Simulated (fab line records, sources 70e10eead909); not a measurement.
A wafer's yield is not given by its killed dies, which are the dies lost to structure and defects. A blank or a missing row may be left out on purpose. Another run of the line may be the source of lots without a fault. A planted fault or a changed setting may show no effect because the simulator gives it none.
fab line records | flow nand-harc
[record] lots = 5 | wafers = 15 | last-day = 23
route steps=1159 shown A_BLC@982 A_M0@994 END@1159
lots with no fault: from the same line, run without faults
start-h: hours from the record's first day to the start of the lot's first wafer shown | wait-h: hours elapsed since this lot's preceding step | " repeats the value in the row above | L1.1+2: several wafers, shown together as one row | - either no value or no given start | * or withheld: withheld | < > ~ a bound
route shown NAME@n: a module of which the file shows steps, and the number in the route of the first | usual: mean/standard deviation taken from wafers without a fault | same: alike in all rows | chamber/n: place in a boat | sites: the reading at each site | _std_site: standard deviation across them | _edge_site: the outer-site mean with the inner-site mean subtracted | radius-mm: for every site, how far away it sits from the centre of the wafer | mask NAME#n: copy n | behind: the last tool/chamber to shape the wafer | hold: reason for holding the lot/hours on hold/outcome of the hold | device: the n, p or np transistor that did not switch | end of line: tests run on the same wafers once the route is complete | where a step has no rows: the recipe by itself | killed: dies that structure and defects cost at the first sort, which is not the same as the wafer's yield | map: a wafer's dies, x killed, . not, _ none there
set.NAME: the setting as run; set.NAME@STEP: as run at that earlier step | model.NAME: the simulator's own value behind a step, which no gauge read
certain route steps with their lots: each step a table, each wafer a row
services: from which hour (start-h, from the record's first day; less than 0 if before it) a tool's chamber was out of use, for how many hours, and why
[[steps]]
[step NHARC_A_BLC_STRIP_29]
[recipe] cf4-flow-sccm = 150 | ar-flow-sccm = 0 | bias-w = 0 | chemistry = CF4
[step NHARC_A_BLC_STRIP_21]
[recipe] o2-flow-sccm = 500 | ar-flow-sccm = 0 | bias-w = 0 | chemistry = O2
[step NHARC_A_BLC_STRIP_22]
[recipe] time-s = 600 | temp-c = 30 | chemistry = post-etch-residue-remover
[step NHARC_A_BLC_DEGAS_30]
[recipe] temp-c = 300 | time-s = 60
[step NHARC_A_BLC_PRE_CLEAN_31]
[recipe] time-s = 15 | bias-v = 250 | gas = Ar
[step NHARC_A_BLC_PVD_32]
[recipe] target-thk-a = 50 | chamber-pressure-pa = 5 | power-w = 5000 | substrate-temp-c = 200 | time-s = 17.7 | material = Ti
[step NHARC_A_BLC_ALD_23]
[recipe] target-thk-a = 30 | pulse-time-s = 1 | ald-cycles = 150 | temp-c = 450 | material = TiN
[step NHARC_A_BLC_CVD_24]
[recipe] target-thk-a = 1500 | temp-c = 300 | pressure-torr = 40 | wf6-flow-sccm = 40 | h2-flow-sccm = 1600 | ar-flow-sccm = 1560 | time-s = 434 | material = W
[usual] heater-power-w = 451/33 | throttle-valve-pct = 8.15/0.23
lot.wafer | tool     | chamber | start-h | wait-h | heater-power-w | throttle-valve-pct
L148.1    | cvd-w-01 | 1       | -       | -      | 481            | 8.39
L148.4    | "        | 1       | "       | "      | 480            | 8.25
L148.6    | "        | 0       | "       | "      | 426            | 8.15
L154.1    | cvd-w-01 | 1       | -       | -      | 470            | 8.21
L154.3    | "        | 0       | "       | "      | 427            | 8.50
L154.4    | "        | 1       | "       | "      | 489            | 8.66
L156.1    | cvd-w-02 | 1       | -       | -      | 440            | 7.89
L156.4    | "        | 1       | "       | "      | 447            | 7.83
L156.5    | "        | 0       | "       | "      | 461            | 8.23
L162.1    | cvd-w-01 | 1       | -       | -      | 482            | 8.20
L162.5    | "        | 0       | "       | "      | 405            | 7.80
L162.6    | "        | 1       | "       | "      | 487            | 8.09
L163.3    | cvd-w-01 | 0       | -       | -      | 385            | 8.17
L163.5    | "        | 0       | "       | "      | 399            | 8.11
L163.6    | "        | 1       | "       | "      | 483            | 8.25
[step NHARC_A_BLC_CMP_25]
[recipe] t-overpolish-s = 30 | target-thk-nm = 150
[step NHARC_A_BLC_SRD_27]
[step NHARC_A_BLC_INSPECT_28]
[usual] raw-defect-count = 422/130
lot.wafer | tool              | chamber | start-h | wait-h | raw-defect-count
L148.1    | defect-inspect-01 | -       | 419.77  | 0.1    | 390
L148.4    | "                 | -       | "       | "      | 325
L148.6    | "                 | -       | "       | "      | 458
L154.1    | defect-inspect-02 | -       | 448.89  | 0.1    | 452
L154.3    | "                 | -       | "       | "      | 1065
L154.4    | "                 | -       | "       | "      | 568
L156.1    | defect-inspect-01 | -       | 464.55  | 0.1    | 428
L156.4    | "                 | -       | "       | "      | 395
L156.5    | "                 | -       | "       | "      | 364
L162.1    | defect-inspect-02 | -       | 503.81  | 0.1    | 359
L162.5    | "                 | -       | "       | "      | 474
L162.6    | "                 | -       | "       | "      | 284
L163.3    | defect-inspect-02 | -       | 511.77  | 0.1    | 339
L163.5    | "                 | -       | "       | "      | 350
L163.6    | "                 | -       | "       | "      | 419
[step NHARC_A_M0_DEP_00]
[recipe] target-thk-a = 1500 | target-thk-nm = 150 | temp-c = withheld | pressure-torr = 5 | flow-sccm = 200 | rf-w = 600 | material = SiOC
[usual] rf-fwd-power-W = 598.8/2 | showerhead-vpp-V = 1470/96
lot.wafer | tool     | chamber | start-h | wait-h | rf-fwd-power-W | showerhead-vpp-V
L148.1    | pecvd-03 | 0       | 419.93  | 0.2    | 598.5          | 1324
L148.4    | "        | 2       | "       | "      | 596.3          | 1547
L148.6    | "        | 0       | "       | "      | 599.4          | 1313
L154.3    | pecvd-03 | 0       | 449.00  | 0.1    | 596.2          | 1319
L154.1    | "        | 1       | "       | "      | 600.4          | 1478
L154.4    | "        | 1       | "       | "      | 600.3          | 1445
L156.1    | pecvd-01 | 1       | 464.66  | 0.1    | 602.2          | 1640
L156.5    | "        | 0       | "       | "      | 600.2          | 1486
L156.4    | "        | 1       | "       | "      | 597.6          | 1666
L162.1    | pecvd-03 | 0       | 503.88  | 0.1    | 600.7          | 1315
L162.5    | "        | 0       | "       | "      | 596.8          | 1320
L162.6    | "        | 1       | "       | "      | 601.8          | 1453
L163.3    | pecvd-01 | 0       | 511.93  | 0.2    | 599.8          | 1490
L163.5    | "        | 1       | "       | "      | 598.3          | 1630
L163.6    | "        | 2       | "       | "      | 596.2          | 1484
[step NHARC_A_M0_DEHYDRATE_01]
[recipe] temp-c = 150 | time-s = 120
[step NHARC_A_M0_HMDS_02]
[recipe] time-s = 30
[step NHARC_A_M0_COAT_33]
[recipe] temp-c = 200 | time-s = 65
[step NHARC_A_M0_COAT_03]
[recipe] spin-rpm = 1500 | resist-thk-nm = 90
[step NHARC_A_M0_SOFTBAKE_04]
[recipe] temp-c = 105 | time-s = 55
[step NHARC_A_M0_EBR_05]
[step NHARC_A_M0_EXPOSE_06]
[recipe] na = 1.35 | target-cd-nm = 80 | dose-mj = 83.25 | mask-id = A_M0
[step NHARC_A_M0_PEB_07]
[recipe] peb-temp-c = 100 | peb-time-s = 65
[step NHARC_A_M0_DEVELOP_08]
[recipe] develop-time-s = 35 | dev-temp-c = 23
[step NHARC_A_M0_CD_MEAS_09]
[recipe] target-cd-nm = 80 | landing-energy-ev = 500
[usual] cd-nm = 80.0/0.89
[same] landing-energy-ev = 500
lot.wafer | tool      | chamber | start-h | wait-h | cd-nm
L148.1    | cd-sem-03 | 0       | 420.56  | -      | 80.7
L148.4    | "         | 0       | "       | "      | 79.3
L148.6    | "         | 0       | "       | "      | 80.6
L154.1    | cd-sem-03 | 0       | 449.79  | -      | 79.8
L154.3    | "         | 0       | "       | "      | 81.3
L154.4    | "         | 0       | "       | "      | 81.3
L156.1    | cd-sem-01 | 0       | 465.45  | -      | 79.3
L156.4    | "         | 0       | "       | "      | 80.5
L156.5    | "         | 0       | "       | "      | 79.9
L162.1    | cd-sem-01 | 0       | 504.59  | -      | 80.4
L162.5    | "         | 0       | "       | "      | 79.9
L162.6    | "         | 0       | "       | "      | 79.1
L163.3    | cd-sem-03 | 0       | 512.68  | -      | 80.9
L163.5    | "         | 0       | "       | "      | 78.6
L163.6    | "         | 0       | "       | "      | 78.8
[step NHARC_A_M0_OVL_MEAS_10]
[recipe] pitch-nm = 160
[usual] overlay-x-nm = 0.2/0.75 | overlay-y-nm = 0.1/0.81
lot.wafer | tool       | chamber | start-h | wait-h | overlay-x-nm | overlay-y-nm
L148.1    | overlay-01 | -       | 420.65  | -      | -0.2         | 0.7
L148.4    | "          | -       | "       | "      | 0.4          | 0.7
L148.6    | "          | -       | "       | "      | 0.5          | 0.9
L154.1    | overlay-01 | -       | 449.88  | -      | 0.5          | 0.4
L154.3    | "          | -       | "       | "      | 1.1          | 0.7
L154.4    | "          | -       | "       | "      | 0.6          | 0.4
L156.1    | overlay-01 | -       | 465.53  | -      | 0.4          | -0.5
L156.4    | "          | -       | "       | "      | 0.6          | -0.6
L156.5    | "          | -       | "       | "      | 0.8          | 0.0
L162.1    | overlay-02 | -       | 504.67  | -      | -1.2         | -0.2
L162.5    | "          | -       | "       | "      | -1.0         | -0.5
L162.6    | "          | -       | "       | "      | -1.1         | 0.4
L163.3    | overlay-02 | -       | 512.76  | -      | 0.2          | -0.7
L163.5    | "          | -       | "       | "      | -0.4         | -0.3
L163.6    | "          | -       | "       | "      | -0.5         | -0.2
[step NHARC_A_M0_INSPECT_11]
[usual] raw-defect-count = 26/10
lot.wafer | tool              | chamber | start-h | wait-h | raw-defect-count
L148.1    | defect-inspect-02 | -       | 420.69  | 0.0    | 25
L148.4    | "                 | -       | "       | "      | 20
L148.6    | "                 | -       | "       | "      | 30
L154.1    | defect-inspect-01 | -       | 449.92  | 0.0    | 25
L154.3    | "                 | -       | "       | "      | 30
L154.4    | "                 | -       | "       | "      | 28
L156.1    | defect-inspect-01 | -       | 465.57  | 0.0    | 31
L156.4    | "                 | -       | "       | "      | 26
L156.5    | "                 | -       | "       | "      | 25
L162.1    | defect-inspect-01 | -       | 504.71  | 0.0    | 29
L162.5    | "                 | -       | "       | "      | 28
L162.6    | "                 | -       | "       | "      | 43
L163.3    | defect-inspect-01 | -       | 512.80  | 0.0    | 36
L163.5    | "                 | -       | "       | "      | 34
L163.6    | "                 | -       | "       | "      | 22
[step NHARC_A_M0_DESCUM_14]
[recipe] time-s = 3 | o2-flow-sccm = 200 | ar-flow-sccm = 0 | bias-power-w = 0 | chemistry = O2
[usual] drypump-motor-current-A = 5.5/0.38 | oes-product-au = 1.000/0.014 | rf-vpp-V = 57.8/0.98 | showerhead-plenum-p-Torr = 1.95/0.076 | throttle-valve-pct = 11.312/0.0099
lot.wafer | tool        | chamber | start-h | wait-h | drypump-motor-current-A | oes-product-au | rf-hours-counter-h | rf-vpp-V | showerhead-plenum-p-Torr | throttle-valve-pct
L148.4    | rie-diel-08 | 1       | 420.75  | 0.1    | 5.4                     | 0.990          | 6                  | 57.6     | 1.97                     | 11.318
L148.1    | "           | 0       | "       | "      | 5.8                     | 0.994          | 7                  | 58.6     | 1.93                     | 11.322
L148.6    | "           | 1       | "       | "      | 5.4                     | 0.982          | -                  | 58.3     | 1.97                     | 11.304
L154.4    | rie-diel-08 | 3       | 449.99  | 0.1    | 5.1                     | 0.988          | 11                 | 56.6     | 1.79                     | 11.293
L154.1    | "           | 0       | "       | "      | 5.8                     | 1.010          | 10                 | 57.7     | 1.93                     | 11.312
L154.3    | "           | 1       | "       | "      | 5.4                     | 0.982          | 8                  | 56.3     | 1.97                     | 11.304
L156.1    | rie-diel-03 | 1       | 465.64  | 0.1    | 5.5                     | 1.011          | 4                  | 57.9     | 2.04                     | 11.301
L156.4    | "           | 3       | "       | "      | 5.8                     | 0.996          | 4                  | 57.8     | 1.97                     | 11.307
L156.5    | "           | 0       | "       | "      | 5.4                     | 1.011          | -                  | 58.3     | 1.99                     | 11.310
L162.1    | rie-diel-08 | 1       | 504.77  | 0.1    | 5.4                     | 0.990          | 2                  | 58.2     | 1.97                     | 11.318
L162.5    | "           | 1       | "       | "      | 5.4                     | 1.002          | -                  | 57.2     | 1.97                     | 11.318
L162.6    | "           | 2       | "       | "      | 4.9                     | 1.047          | -                  | 57.4     | 1.99                     | 11.316
L163.3    | rie-diel-08 | 1       | 512.87  | 0.1    | 5.4                     | 0.972          | 2                  | 57.3     | 1.97                     | 11.313
L163.6    | "           | 3       | "       | "      | 5.1                     | 0.975          | -                  | 56.6     | 1.79                     | 11.306
L163.5    | "           | 0       | "       | "      | 5.8                     | 1.015          | -                  | 57.7     | 1.93                     | 11.319
[step NHARC_A_M0_ETCH_34]
[recipe] target-depth-a = 400 | overetch-a = 120 | time-s = 43.94 | ion-energy-ev = 200 | n2-flow-sccm = 150 | h2-flow-sccm = 150 | ar-flow-sccm = 0 | rf-w = 400 | bias-w = 150 | chemistry = N2/H2
[step NHARC_A_M0_ETCH_15]
[recipe] target-depth-a = 1500 | overetch-a = 150 | time-s = 82.5 | c4f8-flow-sccm = withheld | ar-flow-sccm = 400 | rf-w = 600 | bias-w = 300 | chemistry = C4F8/Ar
[step NHARC_A_M0_CD_MEAS_16]
[usual] cd-nm = 79.5/1.2
lot.wafer | tool      | chamber | start-h | wait-h | cd-nm
L148.1    | cd-sem-02 | -       | 421.04  | -      | 80.3
L148.4    | "         | -       | "       | "      | 79.3
L148.6    | "         | -       | "       | "      | 81.4
L154.1    | cd-sem-02 | -       | 450.28  | -      | 79.2
L154.3    | "         | -       | "       | "      | 80.9
L154.4    | "         | -       | "       | "      | 81.9
L156.1    | cd-sem-01 | -       | 465.93  | -      | 78.6
L156.4    | "         | -       | "       | "      | 79.6
L156.5    | "         | -       | "       | "      | 80.0
L162.1    | cd-sem-03 | -       | 505.09  | -      | 79.4
L162.5    | "         | -       | "       | "      | 79.9
L162.6    | "         | -       | "       | "      | 77.4
L163.3    | cd-sem-02 | -       | 513.17  | -      | 80.0
L163.5    | "         | -       | "       | "      | 77.9
L163.6    | "         | -       | "       | "      | 78.9
[step NHARC_A_M0_STRIP_18]
[recipe] power-w = 1000 | n2-flow-sccm = 150 | h2-flow-sccm = 150 | ar-flow-sccm = 0 | bias-w = 0 | chemistry = N2/H2
[usual] drypump-motor-current-A = 5.7/0.43 | oes-product-au = 1.003/0.012 | rf-fwd-power-W = 997/3.3 | rf-vpp-V = 90.9/1 | showerhead-plenum-p-Torr = 2.08/0.093 | throttle-valve-pct = 14.170/0.0094
[same] bias-w = 0
lot.wafer | tool        | chamber | start-h | wait-h | drypump-motor-current-A | oes-product-au | rf-fwd-power-W | rf-hours-counter-h | rf-vpp-V | showerhead-plenum-p-Torr | throttle-valve-pct
L148.4    | rie-diel-01 | 0       | 421.12  | 0.1    | 6.0                     | 0.978          | 996            | 6                  | 89.3     | 1.91                     | 14.176
L148.1    | "           | 2       | "       | "      | 5.2                     | 1.002          | 996            | 9                  | 90.8     | 2.20                     | 14.168
L148.6    | "           | 1       | "       | "      | 6.3                     | 1.006          | 996            | -                  | 92.0     | 2.05                     | 14.180
L154.1    | rie-diel-01 | 2       | 450.35  | 0.1    | 5.2                     | 1.016          | 993            | 11                 | 91.4     | 2.19                     | 14.162
L154.4    | "           | 3       | "       | "      | 5.9                     | 1.009          | 1001           | 10                 | 90.7     | 2.13                     | 14.173
L154.3    | "           | 1       | "       | "      | 6.2                     | 0.999          | 998            | 11                 | 90.4     | 2.05                     | 14.167
L156.4    | rie-diel-01 | 3       | 466.06  | 0.1    | 5.9                     | 1.002          | 997            | 12                 | 91.4     | 2.12                     | 14.165
L156.1    | "           | 0       | "       | "      | 6.0                     | 0.998          | 1001           | 10                 | 90.9     | 1.91                     | 14.160
L156.5    | "           | 2       | "       | "      | 5.2                     | 1.019          | 1000           | -                  | 92.0     | 2.19                     | 14.160
L162.1    | rie-diel-03 | 2       | 505.16  | 0.1    | 5.8                     | 0.998          | 996            | 7                  | 91.3     | 2.07                     | 14.181
L162.5    | "           | 2       | "       | "      | 5.9                     | 1.008          | 993            | -                  | 91.7     | 2.07                     | 14.174
L162.6    | "           | 3       | "       | "      | 5.8                     | 0.989          | 991            | -                  | 91.6     | 2.10                     | 14.168
L163.3    | rie-diel-03 | 3       | 513.32  | 0.1    | 5.8                     | 0.985          | 997            | 8                  | 90.7     | 2.10                     | 14.177
L163.6    | "           | 0       | "       | "      | 5.4                     | 1.012          | 1000           | -                  | 90.8     | 2.12                     | 14.175
L163.5    | "           | 1       | "       | "      | 5.6                     | 1.013          | 1005           | -                  | 91.6     | 2.18                     | 14.172
[step NHARC_A_M0_STRIP_19]
[recipe] time-s = 600 | temp-c = 30 | chemistry = post-etch-residue-remover
[step NHARC_A_M0_DEGAS_28]
[recipe] temp-c = 250 | time-s = 60
[usual] heater-power-w = 327/25
lot.wafer | tool           | chamber | start-h | wait-h | heater-power-w
L148.4    | pvd-sputter-01 | -       | 421.68  | -      | 341
L148.1    | "              | -       | "       | "      | 275
L148.6    | "              | -       | "       | "      | 332
L154.1    | pvd-sputter-01 | -       | 450.90  | -      | 336
L154.3    | "              | -       | "       | "      | 352
L154.4    | "              | -       | "       | "      | 280
L156.4    | pvd-sputter-01 | -       | 466.56  | -      | 285
L156.1    | "              | -       | "       | "      | 357
L156.5    | "              | -       | "       | "      | 279
L162.1    | pvd-sputter-01 | -       | 505.71  | -      | 355
L162.6    | "              | -       | "       | "      | 362
L162.5    | "              | -       | "       | "      | 337
L163.3    | pvd-sputter-01 | -       | 513.79  | -      | 337
L163.6    | "              | -       | "       | "      | 335
L163.5    | "              | -       | "       | "      | 342
[step NHARC_A_M0_PRE_CLEAN_29]
[recipe] time-s = 30 | temp-c = 280 | gas = H2/He
[step NHARC_A_M0_PVD_20]
[recipe] target-thk-a = 50 | bias-v = 168.6 | power-w = 15000 | chamber-pressure-pa = 0.12 | time-s = 8.06 | substrate-temp-c = 50 | material = TaN
[usual] throttle-valve-pct = 29.6/0.92
lot.wafer | tool           | chamber | start-h | wait-h | throttle-valve-pct
L148.4    | pvd-sputter-01 | -       | -       | -      | 30.2
L148.1    | "              | -       | "       | "      | 30.6
L148.6    | "              | -       | "       | "      | 29.9
L154.3    | pvd-sputter-01 | -       | -       | -      | 28.5
L154.1    | "              | -       | "       | "      | 29.5
L154.4    | "              | -       | "       | "      | 30.3
L156.4    | pvd-sputter-01 | -       | -       | -      | 29.3
L156.1    | "              | -       | "       | "      | 30.6
L156.5    | "              | -       | "       | "      | 28.4
L162.1    | pvd-sputter-01 | -       | -       | -      | 29.0
L162.6    | "              | -       | "       | "      | 31.1
L162.5    | "              | -       | "       | "      | 29.0
L163.3    | pvd-sputter-01 | -       | -       | -      | 31.0
L163.6    | "              | -       | "       | "      | 30.8
L163.5    | "              | -       | "       | "      | 28.7
[step NHARC_A_M0_PVD_21]
[recipe] target-thk-a = 300 | chamber-pressure-pa = 5 | power-w = 5000 | substrate-temp-c = 30 | time-s = 20.49 | material = Cu
[step NHARC_A_M0_ECD_22]
[recipe] target-thk-a = 4000 | bath-temp-c = 25 | material = Cu
[step NHARC_A_M0_ANNEAL_30]
[recipe] temp-c = 225 | time-s = 90
[step NHARC_A_M0_CMP_23]
[recipe] t-overpolish-s = 20 | target-thk-nm = 113.75
[step NHARC_A_M0_SRD_25]
[step NHARC_A_M0_INSPECT_27]
[usual] raw-defect-count = 433/120
lot.wafer | tool              | chamber | start-h | wait-h | raw-defect-count
L148.1    | defect-inspect-01 | -       | 423.25  | 0.0    | 372
L148.4    | "                 | -       | "       | "      | 415
L148.6    | "                 | -       | "       | "      | 405
L154.1    | defect-inspect-01 | -       | 452.48  | 0.0    | 490
L154.3    | "                 | -       | "       | "      | 425
L154.4    | "                 | -       | "       | "      | 421
L156.1    | defect-inspect-01 | -       | 468.14  | 0.0    | 259
L156.4    | "                 | -       | "       | "      | 218
L156.5    | "                 | -       | "       | "      | 289
L162.1    | defect-inspect-01 | -       | 507.31  | 0.0    | 590
L162.5    | "                 | -       | "       | "      | 454
L162.6    | "                 | -       | "       | "      | 756
L163.3    | defect-inspect-02 | -       | 517.03  | 0.0    | 522
L163.5    | "                 | -       | "       | "      | 676
L163.6    | "                 | -       | "       | "      | 724
[step NHARC_END_SORT_01]
[recipe] temp-c = 25
[usual] defect-limited-yield = 96.0/1.3 | killed-at-array = 24/8.4 | killed-at-other = 0.7/1.1 | killed-at-periphery = 2.9/1.7 | killed-dies = 27/8.6 | killed-open = 3.3/1.8 | killed-short = 1.8/1.4 | sort_bin_2_pct = 1.3/0.56 | sort_bin_3_pct = 0.19/0.18 | sort_bin_4_pct = 2.6/0.84 | sort-n-pass = 650/8.6 | sort-rim-yield-pct = 96.1/2.3 | sort-yield-pct = 96.0/1.3
[same] gross-dies = 677 | sort_bin_5_pct[%] = 0 | sort_bin_6_pct[%] = 0 | sort_bin_7_pct[%] = 0 | sort_bin_8_pct[%] = 0 | sort-rim-n-gross = 106.00
lot.wafer | tool      | chamber | start-h | wait-h | defect-limited-yield[%] | killed-at-array | killed-at-other | killed-at-periphery | killed-dies | killed-open | killed-short | sort_bin_2_pct[%] | sort_bin_3_pct[%] | sort_bin_4_pct[%] | sort-n-pass | sort-rim-yield-pct[%] | sort-yield-pct[%]
L156.1    | prober-02 | 0       | 507.89  | 2.5    | 95.7                    | 28              | 0               | 1                   | 29          | 2           | 1            | 1.8               | 0.30              | 2.2               | 648         | 98.1                  | 95.7
L156.4    | prober-02 | 0       | 510.29  | 3.4    | 96.0                    | 23              | 1               | 3                   | 27          | 2           | 1            | 1.2               | 0                 | 2.8               | 650         | 92.5                  | 96.0
L156.5    | prober-02 | 0       | 511.09  | 3.7    | 96.5                    | 22              | 0               | 2                   | 24          | 2           | 2            | 1.2               | 0.15              | 2.2               | 653         | 94.3                  | 96.5
L162.1    | prober-02 | 0       | 557.18  | 2.5    | 0                       | 675             | 1               | 1                   | 677         | 0           | 1            | 97.5              | 0                 | 2.5               | 0           | 0                     | 0
L162.5    | prober-02 | 0       | 560.38  | 3.7    | 0.1                     | 672             | 2               | 2                   | 676         | 6           | 0            | 96.3              | 0.15              | 3.4               | 1           | 0                     | 0.1
L162.6    | prober-02 | 0       | 561.18  | 4.0    | 94.2                    | 35              | 1               | 3                   | 39          | 1           | 3            | 2.5               | 0.30              | 3.0               | 638         | 95.3                  | 94.2
// killed by level:class
L156.1 A_SLIT:chamber-film-flake=14 A_CHANNEL_HOLE_D1:chamber-film-flake=7 A_CONTACT:chamber-film-flake=2 A_CHANNEL_HOLE_D1:geometric-particle:short=1 A_SGD_CUT:geometric-particle:open=1 A_CONTACT:geometric-particle:open=1 P_M1:chamber-film-flake=1 A_ZERO_WELL:chamber-film-flake=1
L156.4 A_SLIT:chamber-film-flake=13 A_CHANNEL_HOLE_D1:chamber-film-flake=3 A_STAIRCASE:chamber-film-flake=3 P_M1:chamber-film-flake=2 A_CONTACT:chamber-film-flake=2 P_M0:geometric-particle:open=1 A_WL_FILL:geometric-particle:short=1 STARTING-WAFER:geometric-particle:open=1
L156.5 A_SLIT:chamber-film-flake=8 A_CONTACT:chamber-film-flake=5 A_STAIRCASE:chamber-film-flake=3 P_GATE:geometric-particle:short=1 A_WL_FILL:geometric-particle:open=1 A_CONTACT:geometric-particle:open=1 A_BLC:geometric-particle:short=1 P_M1:chamber-film-flake=1
L162.1 A_M0:area-dep=650 A_CHANNEL_HOLE_D1:chamber-film-flake=16 A_STAIRCASE:chamber-film-flake=3 A_CONTACT:chamber-film-flake=3 A_WL_FILL:geometric-particle:short=1 P_ZERO_WELL:chamber-film-flake=1 A_ZERO_WELL:chamber-film-flake=1 A_SLIT:chamber-film-flake=1
L162.5 A_M0:area-dep=645 A_CHANNEL_HOLE_D1:chamber-film-flake=13 A_ONON_D1:geometric-particle:open=3 A_CONTACT:chamber-film-flake=3 A_STAIRCASE:chamber-film-flake=2 A_WL_FILL:chamber-film-flake=2 THIN_TSV:chamber-film-flake=2 P_GATE:geometric-particle:open=1
L162.6 A_CHANNEL_HOLE_D1:chamber-film-flake=22 A_CONTACT:chamber-film-flake=5 A_STAIRCASE:chamber-film-flake=2 A_WL_FILL:chamber-film-flake=2 P_STI:geometric-particle:short=1 P_GATE:geometric-particle:short=1 A_M0:geometric-particle:open=1 A_M0:geometric-particle:short=1
// map L162.1 (x killed, . not)
____________x____________
_________xxxxxxx_________
_______xxxxxxxxxxx_______
______xxxxxxxxxxxxx______
_____xxxxxxxxxxxxxxx_____
____xxxxxxxxxxxxxxxxx____
____xxxxxxxxxxxxxxxxx____
___xxxxxxxxxxxxxxxxxxx___
___xxxxxxxxxxxxxxxxxxx___
__xxxxxxxxxxxxxxxxxxxxx__
__xxxxxxxxxxxxxxxxxxxxx__
_xxxxxxxxxxxxxxxxxxxxxxx_
_xxxxxxxxxxxxxxxxxxxxxxx_
_xxxxxxxxxxxxxxxxxxxxxxx_
_xxxxxxxxxxxxxxxxxxxxxxx_
_xxxxxxxxxxxxxxxxxxxxxxx_
xxxxxxxxxxxxxxxxxxxxxxxxx
xxxxxxxxxxxxxxxxxxxxxxxxx
xxxxxxxxxxxxxxxxxxxxxxxxx
xxxxxxxxxxxxxxxxxxxxxxxxx
xxxxxxxxxxxxxxxxxxxxxxxxx
_xxxxxxxxxxxxxxxxxxxxxxx_
_xxxxxxxxxxxxxxxxxxxxxxx_
_xxxxxxxxxxxxxxxxxxxxxxx_
_xxxxxxxxxxxxxxxxxxxxxxx_
_xxxxxxxxxxxxxxxxxxxxxxx_
__xxxxxxxxxxxxxxxxxxxxx__
__xxxxxxxxxxxxxxxxxxxxx__
___xxxxxxxxxxxxxxxxxxx___
___xxxxxxxxxxxxxxxxxxx___
____xxxxxxxxxxxxxxxxx____
____xxxxxxxxxxxxxxxxx____
_____xxxxxxxxxxxxxxx_____
______xxxxxxxxxxxxx______
_______xxxxxxxxxxx_______
_________xxxxxxx_________
____________x____________
// map L148.4 (x killed, . not)
____________.____________
_________......._________
_______........x.._______
______.............______
_____..............._____
____.................____
____.................____
___.x.................___
___...................___
__.x..........x........__
__.............x.......__
_......................._
_......................._
_......................._
_......................._
_................x......_
......x..................
.......x.......x..x......
.........................
.........................
........x................
_...x..................._
_......................._
_.............x........._
_...............x......._
_............x...x......_
__.......x.....x.......__
__........x..xxxx.x....__
___...................___
___...................___
____........x........____
____...x.........x...____
_____...........x..._____
______.............______
_______..........._______
_________......._________
____________.____________
[[services]]
tool        | chamber | start-h | hours | kind
rie-diel-08 | 0       | 409.05  | -     | clean
rie-diel-08 | 1       | 409.05  | -     | clean
rie-diel-08 | 2       | 409.05  | -     | clean
rie-diel-08 | 3       | 409.05  | -     | clean
rie-diel-03 | -       | 409.96  | 2.4   | repair
pecvd-01    | -       | 418.00  | 13.0  | pm
rie-diel-08 | 0       | 433.55  | -     | clean
rie-diel-08 | 1       | 433.55  | -     | clean
rie-diel-08 | 2       | 433.55  | -     | clean
rie-diel-08 | 3       | 433.55  | -     | clean
rie-diel-08 | 2       | 450.55  | 1.4   | repair
rie-diel-08 | 0       | 458.05  | -     | clean
rie-diel-08 | 1       | 458.05  | -     | clean
rie-diel-08 | 2       | 458.05  | -     | clean
rie-diel-08 | 3       | 458.05  | -     | clean
rie-diel-03 | -       | 467.09  | 0.6   | repair
pecvd-03    | -       | 473.06  | 13.0  | pm
cvd-w-01    | -       | 476.13  | 13.0  | pm
cvd-w-01    | 0       | 476.13  | 13.0  | vent-cycle
cvd-w-01    | 1       | 476.13  | 13.0  | vent-cycle
rie-diel-08 | -       | 478.80  | 9.0   | pm
rie-diel-08 | 0       | 478.80  | 9.0   | vent-cycle
rie-diel-01 | -       | 491.87  | 9.0   | pm
pecvd-03    | 1       | 508.97  | 11.0  | repair
[[key]]
[first-sign] step = NHARC_END_SORT_01 | reading = sort_bin_2_pct | direction = up | sigmas = 99+ | usual = 1.3 | struck = 96.9
[effect] step = NHARC_END_SORT_01 | reading = killed-at-array | direction = up | sigmas = 77 | usual = 24 | struck = 674
[more-kills-born-at] NHARC_A_M0_DEP_00@pecvd-03 = 1295
met-at NHARC_A_M0_DEP_00
struck-wafers L162.1,L162.5
later-rows-left-out L162.1,L162.5
onset-between 449.00 503.88
[fault] kind = process-parameter-drift | tool = pecvd-03 | chamber = 0 | onset-h = 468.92 | steps = NHARC_A_M0_DEP_00 | channel = target-thk-a | offset = * | shape = step | acts-in = * | stated = *
// later-rows-left-out: the simulator's readings of these wafers behind a module that went badly wrong aren't trusted and aren't shown, but for the sort
